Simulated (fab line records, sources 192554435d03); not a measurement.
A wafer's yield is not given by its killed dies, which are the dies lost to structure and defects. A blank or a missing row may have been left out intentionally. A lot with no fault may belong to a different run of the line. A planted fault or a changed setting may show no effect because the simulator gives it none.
Chamber matching :: flow n5 finfet :: N5_BEOL_M7_PECVD_70 on pecvd-02 has 3 sister chambers
The step deposits SiO2 from TEOS/O2, target thk 20 nm, time 22.7 s. 6 wafers are shown with their chamber, then 10 later ones without.

EACH WAFER AND ITS CHAMBER
wafer: L080.5
chamber: 0
showerhead plenum p Torr (Torr): 8.83
throttle valve pct (%): 22.8

wafer: L079.3
chamber: 0
showerhead plenum p Torr (Torr): 8.83
throttle valve pct (%): 22.8

wafer: L081.3
chamber: 2
showerhead plenum p Torr (Torr): 8.66
throttle valve pct (%): 22.2

wafer: L081.6
chamber: 1
showerhead plenum p Torr (Torr): 8.79
throttle valve pct (%): 23.5

wafer: L084.1
chamber: 1
showerhead plenum p Torr (Torr): 8.77
throttle valve pct (%): 23.2

wafer: L084.2
chamber: 2
showerhead plenum p Torr (Torr): 8.70
throttle valve pct (%): 22.5

WAFERS WITH NO CHAMBER GIVEN
wafer: L084.4
showerhead plenum p Torr (Torr): 8.65
throttle valve pct (%): 22.1

wafer: L086.1
showerhead plenum p Torr (Torr): 8.70
throttle valve pct (%): 21.9

wafer: L086.4
showerhead plenum p Torr (Torr): 8.76
throttle valve pct (%): 23.1

wafer: L086.6
showerhead plenum p Torr (Torr): 8.68
throttle valve pct (%): 22.2

wafer: L095.1
showerhead plenum p Torr (Torr): 8.69
throttle valve pct (%): 22.7

wafer: L095.2
showerhead plenum p Torr (Torr): 8.78
throttle valve pct (%): 23.1

wafer: L095.4
showerhead plenum p Torr (Torr): 8.67
throttle valve pct (%): 22.1

wafer: L096.2
showerhead plenum p Torr (Torr): 8.74
throttle valve pct (%): 23.1

wafer: L096.3
showerhead plenum p Torr (Torr): 8.85
throttle valve pct (%): 22.6

wafer: L096.5
showerhead plenum p Torr (Torr): 8.69
throttle valve pct (%): 22.5

WHICH CHAMBER EACH WENT THROUGH
wafer: L084.4
from the rows above: 2
in truth: 2

wafer: L086.1
from the rows above: 2
in truth: 2

wafer: L086.4
from the rows above: 1
in truth: 1

wafer: L086.6
from the rows above: 2
in truth: 2

wafer: L095.1
from the rows above: 2
in truth: 2

wafer: L095.2
from the rows above: can't be placed: 1 or 0
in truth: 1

wafer: L095.4
from the rows above: 2
in truth: 2

wafer: L096.2
from the rows above: 1
in truth: 1

wafer: L096.3
from the rows above: 0
in truth: 0

wafer: L096.5
from the rows above: 2
in truth: 2
Placed correctly: 9 of 10. From these rows, 1 cannot be placed; in 1 the true chamber is one of the candidates. Number placed wrongly: 0.
How it was worked out, from the rows above alone: a wafer's distance from a chamber is the root of the sum, over the readings, of the square of ((its reading less the chamber's mean) divided by the reading's scatter). The wafer belongs to the nearest chamber; if the next one is less than 2 further off, it can't be placed. Each chamber's mean is taken over the wafers shown for it. The scatter is the square root of a quotient: the sum, over the shown wafers, of each reading's squared deviation from its chamber's mean, divided by wafers minus chambers.
